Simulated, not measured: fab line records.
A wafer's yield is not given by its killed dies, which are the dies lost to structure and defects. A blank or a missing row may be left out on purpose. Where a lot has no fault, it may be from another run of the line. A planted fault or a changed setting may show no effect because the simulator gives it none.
Split-lot study || flow n5 finfet || route with 1938 steps; 7 lots, 21 wafers read

THE SPLIT ITSELF
At N5_BEOL_M6_COAT_22 (resist thk 30 nm), the setting spin rpm was moved away from the recipe's 1500 rpm on 9 of the 21 wafers read, by -5.8% to +6.4%. For the rest of the wafers, this setting stayed at what the recipe calls for.

FROM THE SPLIT TO THE READING: what the file shows between them, 5 steps
- N5_BEOL_M6_EBR_24
- N5_BEOL_M6_SOFTBAKE_23: time 60 s
- N5_BEOL_M6_EXPOSE_25: exposes mask V5, target cd 40 nm
- N5_BEOL_M6_PEB_26: peb time 60 s
- N5_BEOL_M6_DEVELOP_27: develop time 30 s

THE READING
CAR-EUV_of_BEOL_M6_COAT_22.thk nm (the simulator's own value, which no gauge read), in nm, at N5_BEOL_M6_DESCUM_33 (chemistry O2, time 7 s). The file gives no usual value for it. Here, 12 wafers ran the recipe; their average is 26.0 nm with a standard deviation of 0.13 nm.

{"wafer": "L077.1", "tool, chamber at the split": "litho track-01, 0", "spin rpm as run, rpm": 1579, "against the recipe": "+5.3%", "CAR-EUV_of_BEOL_M6_COAT_22.thk nm, nm": 25, "against lot-mates on the recipe": -0.8}
{"wafer": "L077.6", "tool, chamber at the split": "litho track-01, 0", "spin rpm as run, rpm": 1579, "against the recipe": "+5.3%", "CAR-EUV_of_BEOL_M6_COAT_22.thk nm, nm": 25, "against lot-mates on the recipe": -0.8}
{"wafer": "L077.4", "tool, chamber at the split": "litho track-01, 0", "spin rpm as run, rpm": 1500, "against the recipe": "recipe", "CAR-EUV_of_BEOL_M6_COAT_22.thk nm, nm": 25.8, "against lot-mates on the recipe": "-"}
{"wafer": "L076.1", "tool, chamber at the split": "litho track-02, 0", "spin rpm as run, rpm": 1564, "against the recipe": "+4.3%", "CAR-EUV_of_BEOL_M6_COAT_22.thk nm, nm": 25.4, "against lot-mates on the recipe": -0.6}
{"wafer": "L076.2", "tool, chamber at the split": "litho track-02, 0", "spin rpm as run, rpm": 1564, "against the recipe": "+4.3%", "CAR-EUV_of_BEOL_M6_COAT_22.thk nm, nm": 25.2, "against lot-mates on the recipe": -0.8}
{"wafer": "L076.3", "tool, chamber at the split": "litho track-02, 0", "spin rpm as run, rpm": 1500, "against the recipe": "recipe", "CAR-EUV_of_BEOL_M6_COAT_22.thk nm, nm": 26, "against lot-mates on the recipe": "-"}
{"wafer": "L080.2", "tool, chamber at the split": "litho track-01, 0", "spin rpm as run, rpm": 1413, "against the recipe": "-5.8%", "CAR-EUV_of_BEOL_M6_COAT_22.thk nm, nm": 27.2, "against lot-mates on the recipe": "+1.0"}
{"wafer": "L080.5", "tool, chamber at the split": "litho track-01, 0", "spin rpm as run, rpm": 1413, "against the recipe": "-5.8%", "CAR-EUV_of_BEOL_M6_COAT_22.thk nm, nm": 27.2, "against lot-mates on the recipe": "+1.0"}
{"wafer": "L080.3", "tool, chamber at the split": "litho track-01, 0", "spin rpm as run, rpm": 1500, "against the recipe": "recipe", "CAR-EUV_of_BEOL_M6_COAT_22.thk nm, nm": 26.2, "against lot-mates on the recipe": "-"}
{"wafer": "L083.2", "tool, chamber at the split": "litho track-01, 0", "spin rpm as run, rpm": 1596, "against the recipe": "+6.4%", "CAR-EUV_of_BEOL_M6_COAT_22.thk nm, nm": 25.2, "against lot-mates on the recipe": -1.0}
{"wafer": "L083.4", "tool, chamber at the split": "litho track-01, 0", "spin rpm as run, rpm": 1500, "against the recipe": "recipe", "CAR-EUV_of_BEOL_M6_COAT_22.thk nm, nm": 26.2, "against lot-mates on the recipe": "-"}
{"wafer": "L083.6", "tool, chamber at the split": "litho track-01, 0", "spin rpm as run, rpm": 1500, "against the recipe": "recipe", "CAR-EUV_of_BEOL_M6_COAT_22.thk nm, nm": 26.2, "against lot-mates on the recipe": "-"}
{"wafer": "L084.2", "tool, chamber at the split": "litho track-01, 0", "spin rpm as run, rpm": 1500, "against the recipe": "recipe", "CAR-EUV_of_BEOL_M6_COAT_22.thk nm, nm": 26, "against lot-mates on the recipe": "-"}
{"wafer": "L084.6", "tool, chamber at the split": "litho track-01, 0", "spin rpm as run, rpm": 1500, "against the recipe": "recipe", "CAR-EUV_of_BEOL_M6_COAT_22.thk nm, nm": 26, "against lot-mates on the recipe": "-"}
{"wafer": "L084.4", "tool, chamber at the split": "litho track-01, 0", "spin rpm as run, rpm": 1443, "against the recipe": "-3.8%", "CAR-EUV_of_BEOL_M6_COAT_22.thk nm, nm": 26.6, "against lot-mates on the recipe": "+0.6"}
{"wafer": "L093.1", "tool, chamber at the split": "litho track-04, 0", "spin rpm as run, rpm": 1500, "against the recipe": "recipe", "CAR-EUV_of_BEOL_M6_COAT_22.thk nm, nm": 26, "against lot-mates on the recipe": "-"}
{"wafer": "L093.2", "tool, chamber at the split": "litho track-04, 0", "spin rpm as run, rpm": 1590, "against the recipe": "+6.0%", "CAR-EUV_of_BEOL_M6_COAT_22.thk nm, nm": 25.2, "against lot-mates on the recipe": -0.7}
{"wafer": "L093.4", "tool, chamber at the split": "litho track-04, 0", "spin rpm as run, rpm": 1500, "against the recipe": "recipe", "CAR-EUV_of_BEOL_M6_COAT_22.thk nm, nm": 25.8, "against lot-mates on the recipe": "-"}
{"wafer": "L094.2", "tool, chamber at the split": "litho track-01, 0", "spin rpm as run, rpm": 1500, "against the recipe": "recipe", "CAR-EUV_of_BEOL_M6_COAT_22.thk nm, nm": 26, "against lot-mates on the recipe": "-"}
{"wafer": "L094.3", "tool, chamber at the split": "litho track-01, 0", "spin rpm as run, rpm": 1500, "against the recipe": "recipe", "CAR-EUV_of_BEOL_M6_COAT_22.thk nm, nm": 26, "against lot-mates on the recipe": "-"}
{"wafer": "L094.4", "tool, chamber at the split": "litho track-01, 0", "spin rpm as run, rpm": 1500, "against the recipe": "recipe", "CAR-EUV_of_BEOL_M6_COAT_22.thk nm, nm": 26, "against lot-mates on the recipe": "-"}

FIT RESULTS
A straight line over all 21 wafers: CAR-EUV_of_BEOL_M6_COAT_22.thk nm changes by -0.173 nm for each +1% of spin rpm; r = -0.97; the points scatter about the line by 0.15 nm.
The same after taking each lot's own level away (the mean of its wafers on the recipe; 21 wafers): -0.156 nm for each +1%; r = -0.99; scatter 0.076 nm.
Per that fit: largest spin rpm move, reading shift of 1 nm.
From 25.80 to 26.20 nm: that is the span of the lots' own levels, equal to 3.1 times the standard deviation above.
So the lot-to-lot level changes the slope: the two fits differ.
Check: with one of the wafers moved furthest among these (+6.4%) left out of the fit, the line predicts -0.977 nm for it against its lot-mates. Against them it came out at -1 nm.

THE WHOLE CHAIN: every reading that the file lists as answering this split, in the file's order
{"step": "N5_BEOL_M6_COAT_22", "what it does": "resist thk 30 nm", "reading": "CAR-EUV_of_BEOL_M6_COAT_22.thk nm (the simulator's own value, which no gauge read)", "change (the file's fit)": "-0.135 nm for each +1% of the setting", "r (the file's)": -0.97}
{"step": "N5_BEOL_M6_DEVELOP_27", "what it does": "develop time 30 s", "reading": "CAR-EUV_of_BEOL_M6_COAT_22.thk nm (the simulator's own value, which no gauge read)", "change (the file's fit)": "-0.158 nm for each +1% of the setting", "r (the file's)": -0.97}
{"step": "N5_BEOL_M6_DESCUM_33", "what it does": "chemistry O2, time 7 s", "reading": "CAR-EUV_of_BEOL_M6_COAT_22.thk nm (the simulator's own value, which no gauge read)", "change (the file's fit)": "-0.151 nm for each +1% of the setting", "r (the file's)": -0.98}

THE FILE'S OWN FIT
CAR-EUV_of_BEOL_M6_COAT_22.thk nm changes by -0.151 nm for each +1% of spin rpm, r = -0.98.
